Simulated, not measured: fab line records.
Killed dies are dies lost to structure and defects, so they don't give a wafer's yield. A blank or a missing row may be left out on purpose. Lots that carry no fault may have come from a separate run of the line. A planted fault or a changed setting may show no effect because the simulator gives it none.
A lot that was struck, set against a sound lot || flow n5Finfet || 38 out of 1938 route steps
Sound: these wafers, L278.1, L278.2, L278.3. The struck wafers were L275.1, L275.3, L275.6. Last of all comes the cause.
For every step that has rows: the tool of each side, followed by ch and its chambers, followed by its first start. Under that, the readings that differ: sound wafers || struck wafers || difference of the means || sigmas: that difference in standard deviations of wafers without a fault.
alike: readings whose means differ by less than 2 such deviations, and words and numbers that are the same on both sides. not compared: withheld readings, readings that some wafer has no value for, bounds like >300 that may hide the same value, and numbers for which the record gives no deviation and whose values overlap.
A row with sigmas, a row that says differs or no value, or rows on one side alone: a step with any of these is where the two part. Numbers that don't overlap but have no deviation are shown without sigmas and don't part them. A reading that every wafer of one side lacks parts them only if that side has two wafers or more.

first, 8 steps without rows for these wafers: N5_MOL_CONTACT_COAG_PRECLEAN_138 (cleans in alkaline clean, time 60 s); N5_MOL_CONTACT_COAG_SRD_139 (time 30 s); N5_MOL_CONTACT_COAG_PRE_CLEAN_121; N5_MOL_CONTACT_COAG_CVD_140 (deposits W, target thk 66.5 nm, time 215 s); N5_MOL_CONTACT_COAG_PRECLEAN_127 (cleans in DIW, time 57.5 s); N5_MOL_CONTACT_COAG_SRD_128 (dry time 32 s); N5_MOL_CONTACT_COAG_CMP_52 (polishes, stops on SiO2, t overpolish 1.5 s, target thk 66.5 nm); N5_MOL_CONTACT_COAG_ANNEAL_112 (time 1800 s).
N5_BEOL_M0_SAQP_PECVD_00: deposits SiCN from 3MS/NH3, target thk 8 nm, time 14 s.
  sound on pecvd-03 ch 0,1,2, day 7 16:49; struck on pecvd-01 ch 1,2, day 7 00:28
  no value came back on the struck wafers for chamberPressureTorr (Torr), rfFwdPowerW (W), showerheadPlenumPTorr (Torr), throttleValvePct (%); on the sound wafers chamberPressureTorr (Torr) reads 2.991 3.009 3.002
then, 25 steps without rows for these wafers: N5_BEOL_M0_SAQP_ILD_DEP_01 (deposits SiOC from DEMS/O2, target thk 45.419 nm, time 8.7 s); N5_BEOL_M0_SAQP_HM_DEP_02 (deposits TiN, target thk 12 nm); N5_BEOL_M0_SAQP_PECVD_03 (deposits SiCN from 3MS/NH3, target thk 12 nm, time 21.1 s); N5_BEOL_M0_SAQP_PECVD_96 (deposits a-Si from SiH4/He, target thk 45 nm, time 45.2 s); N5_BEOL_M0_SAQP_PECVD_97 (deposits SiNx from SiH4/NH3/N2, target thk 23 nm, time 19.9 s); N5_BEOL_M0_SAQP_PECVD_04 (deposits a-Si from SiH4/He, target thk 60 nm, time 60.2 s); N5_BEOL_M0_SAQP_HM_DEP_111 (deposits SiO2 from SiH4/N2O, target thk 12 nm, time 7.2 s); N5_BEOL_M0_SAQP_COAT_81 (time 60 s, resist thk 100 nm); N5_BEOL_M0_SAQP_COAT_82 (time 60 s, resist thk 30 nm); N5_BEOL_M0_SAQP_COAT_08 (resist thk 90 nm); N5_BEOL_M0_SAQP_EBR_10; N5_BEOL_M0_SAQP_SOFTBAKE_09 (time 60 s); N5_BEOL_M0_SAQP_EXPOSE_11 (exposes mask M0 CORE, target cd 42 nm); N5_BEOL_M0_SAQP_PEB_12 (peb time 60 s); N5_BEOL_M0_SAQP_DEVELOP_13 (develop time 30 s); N5_BEOL_M0_SAQP_DESCUM_19 (chemistry O2, time 7.9 s); N5_BEOL_M0_SAQP_ETCH_83 (etches SiARC in CF4, target depth 39 nm, time 65 s); N5_BEOL_M0_SAQP_ETCH_84 (etches SOC in N2/H2, target depth 100 nm, overetch 20 nm, time 150 s); N5_BEOL_M0_SAQP_STRIP_80 (strips in N2/H2); N5_BEOL_M0_SAQP_HM_OPEN_112 (chemistry CHF3/O2, target SiO2, stops on a-Si, target depth 12 nm, time 13.5 s); N5_BEOL_M0_SAQP_STRIP_113 (strips in CHF3/O2); N5_BEOL_M0_SAQP_MANDREL_ETCH_20 (etches a-Si in HBr/Cl2, stops on SiNx, target depth 60 nm, bt time 10 s, time 30 s); N5_BEOL_M0_SAQP_STRIP_86 (strips in N2/H2); N5_BEOL_M0_SAQP_STRIP_115 (strips in post etch residue remover, time 60 s); N5_BEOL_M0_SAQP_SRD_93 (time 30 s).
N5_BEOL_M0_ETCH_109: etches SiCN in CH3F/O2, target depth 8 nm, overetch 2.4 nm, time 27.4 s.
  sound on rieDiel-05 ch 1,2,3, day 8 04:51; struck on rieDiel-01 ch 0,2,3, day 7 10:14
{"reading": "oesProductAu (a.u.)", "sound": "0.74 0.58 0.75", "struck": "0.26 0.36 0.33", "difference": -0.37, "sigmas": -5}
{"reading": "model.etch.depthNm (nm)", "sound": "7.864 7.833 7.779", "struck": "0 0 0", "difference": -8, "sigmas": ""}
  alike: biasW, drypumpMotorCurrentA, rfVppV, showerheadPlenumPTorr, throttleValvePct
  not compared: rfHoursCounterH
N5_BEOL_M0_RS_MEAS_126: a four-point-probe measurement.
  sound on filmMetro-01 at day 8 07:50; struck on filmMetro-01 at day 7 14:25
{"reading": "M0_RS (ohm/sq)", "sound": "0.572 0.566 0.558", "struck": "0.666 0.620 0.665", "difference": "+0.085", "sigmas": "+4"}
-- here the record skips 2 days between the struck wafers' starts before and after, leaving off in module BEOL_M0 and picking up in module BEOL_M4 (first step shown: number 1111 of the route) --
N5_BEOL_M4_RC_MEAS_101:
  sound on prober-01 ch 0, day 10 14:05; struck on prober-02 ch 0, day 9 15:07
  alike: DIBL_N, DIBL_P, IOFF_N, IOFF_P, ION_N, ION_P, SS_N, SS_P, VT_N, VT_P
-- record jumps: 5 days separate the struck wafers' starts on either side; left off in module BEOL_M4, taken up again in module PASSIVATION, whose first shown step is the route's number 1936 --
N5_PASSIVATION_PROBE_49:
  sound on prober-02 at day 15 13:43; struck on prober-01 at day 14 19:28
{"reading": "defectLimitedYield (%)", "sound": "91.4 92.5 91.6", "struck": "65.9 66.8 71.4", "difference": -23.8, "sigmas": -16}
{"reading": "killed_at_M0_to_M3", "sound": "27 18 26", "struck": "303 299 276", "difference": "+269", "sigmas": "+24"}
{"reading": "killedDies", "sound": "101 88 99", "struck": "402 392 338", "difference": "+281", "sigmas": "+16"}
{"reading": "killedOnRim", "sound": "18 11 5", "struck": "36 17 14", "difference": "+11", "sigmas": "+2"}
{"reading": "sort_bin_5_function (%)", "sound": "4.9 4.7 5.6", "struck": "29.2 29.3 26.4", "difference": "+23.2", "sigmas": "+23"}
{"reading": "sortNPass", "sound": "1079 1092 1081", "struck": "778 788 842", "difference": -281, "sigmas": -16}
{"reading": "sortYieldPct (%)", "sound": "91.4 92.5 91.6", "struck": "65.9 66.8 71.4", "difference": -23.8, "sigmas": -16}
  alike: killed_at_M4_up, killedAtContacts, killedAtFrontEnd, killedAtOther, killedOpen, killedShort, sort_bin_6_memory

WHERE THEY PART
First at N5_BEOL_M0_SAQP_PECVD_00; last, within this record, at N5_PASSIVATION_PROBE_49.

WHY: what had been put in by the simulator
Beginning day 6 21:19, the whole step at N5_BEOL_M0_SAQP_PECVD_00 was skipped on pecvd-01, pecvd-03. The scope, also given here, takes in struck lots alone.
